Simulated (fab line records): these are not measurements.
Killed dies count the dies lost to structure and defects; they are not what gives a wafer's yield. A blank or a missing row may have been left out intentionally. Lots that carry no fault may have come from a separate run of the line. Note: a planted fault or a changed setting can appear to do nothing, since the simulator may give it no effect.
The tool behind it: which one? -- flow n5_finfet -- Sampling: 24 lots, 72 wafers, 2 of 1938 route steps

WHAT EACH GAUGE READ, for each wafer
N5_BEOL_M10_OCD_MEAS_38. Usual: 149 nm for trench_depth_nm, sd 3.3.
lot,measured,on,trench_depth_nm (nm),flag
L074,day 9 23:28,ocd-01,148 147 147,
L075,day 10 18:11,ocd-02,146 154 148,
L077,day 10 18:14,ocd-01,148 146 151,
L078,day 10 21:25,ocd-01,154 153 142,
L076,day 10 21:58,ocd-01,150 148 147,
L081,day 11 07:57,ocd-01,146 148 144,
L079,day 11 09:37,ocd-02,150 144 150,
L080,day 11 19:35,ocd-01,151 145 149,
L082,day 11 23:37,ocd-01,146 146 151,
L083,day 12 11:03,ocd-01,148 147 152,
L084,day 13 06:06,ocd-01,148 151 149,
L088,day 13 09:22,ocd-02,146 151 153,
L085,day 13 09:38,ocd-01,142 153 150,
L086,day 13 14:34,ocd-01,144 151 150,
L087,day 14 01:40,ocd-02,142 150 149,
L089,day 14 08:34,ocd-02,147 154 154,
L090,day 14 11:41,ocd-02,152 148 149,
L092,day 14 11:51,ocd-02,152 153 146,
L091,day 14 11:54,ocd-02,141 150 149,
L093,day 14 18:49,ocd-01,149 141 142,
L094,day 15 14:40,ocd-01,153 150 150,
L097,day 15 16:02,ocd-02,147 149 141,
L096,day 15 19:10,ocd-01,146 154 145,
L095,day 15 19:32,ocd-01,153 143 150,

N5_BEOL_M11_OVL_MEAS_12. Usual: M11_OVL gives 0.4 nm (standard deviation 0.79).
lot,measured,on,M11_OVL (nm),flag
L074,day 10 04:23,overlay-02,1.2 1.6 1.7,
L075,day 10 22:56,overlay-01,1.0 1.5 0.4,
L077,day 10 22:44,overlay-02,-2.3 -0.9 -2.0,
L078,day 11 01:59,overlay-01,-0.2 -0.4 -0.1,
L076,day 11 03:05,overlay-02,1.0 0.8 1.2,
L081,day 11 13:56,overlay-01,0.3 -0.4 0.5,
L079,day 11 17:26,overlay-01,0.7 1.1 0.8,
L080,day 12 02:42,overlay-01,-0.7 0.5 -0.2,
L082,day 12 06:36,overlay-02,1.4 1.1 0.4,
L083,day 12 17:11,overlay-02,0.2 1.8 0.6,
L084,day 13 13:18,overlay-02,-0.2 0.7 -0.5,
L088,day 13 16:36,overlay-01,0.3 0.3 -0.3,
L085,day 13 16:52,overlay-01,0.1 0.6 0.9,
L086,day 13 20:04,overlay-02,0.6 0.7 1.3,
L087,day 14 05:39,overlay-01,1.2 0.4 0.6,
L089,day 14 13:59,overlay-02,0.5 0.4 0.0,
L090,day 14 16:20,overlay-01,0.2 -0.1 -0.7,
L092,day 14 19:25,overlay-01,0.1 -0.1 1.0,
L091,day 14 19:36,overlay-02,0.3 -0.1 0.1,
L093,day 15 01:26,overlay-01,-0.8 1.0 -0.6,
L094,day 15 19:26,overlay-01,1.4 0.3 0.5,
L097,day 15 20:23,overlay-01,-1.3 -0.4 -1.0,
L096,day 15 23:18,overlay-02,0.1 -0.3 0.3,
L095,day 15 23:28,overlay-01,0.5 0.7 0.9,

EACH LOT AND THE TOOL THAT RAN IT (in order: tool; ch and the chambers of the sampled wafers; start)
Record: no process step prior to these readings.

AS READ BY THE TOOLS THEMSELVES (means over the sampled wafers that have a number; for cases with no such wafer, the mark the record gives instead)
The record holds no such reading with a usual standard deviation.

THE ANSWER, worked out from the rows above alone
Rule: lot off if the mean of its wafers having a number is beyond 3 standard deviations from the usual mean. A lot without any number at a reading at which 4 lots or more have one is off too. Any other lot the step has rows for is counted as sound. First the gauges in route order, then the tools' own readings, where a lot's mean is used as printed above. At the first step where some lot is off, the reading lying furthest off is the one used; lots without a number count as furthest.
No lot is off on any of the readings shown, so nothing can be concluded from this.

WHAT HAD BEEN PUT IN BY THE SIMULATOR
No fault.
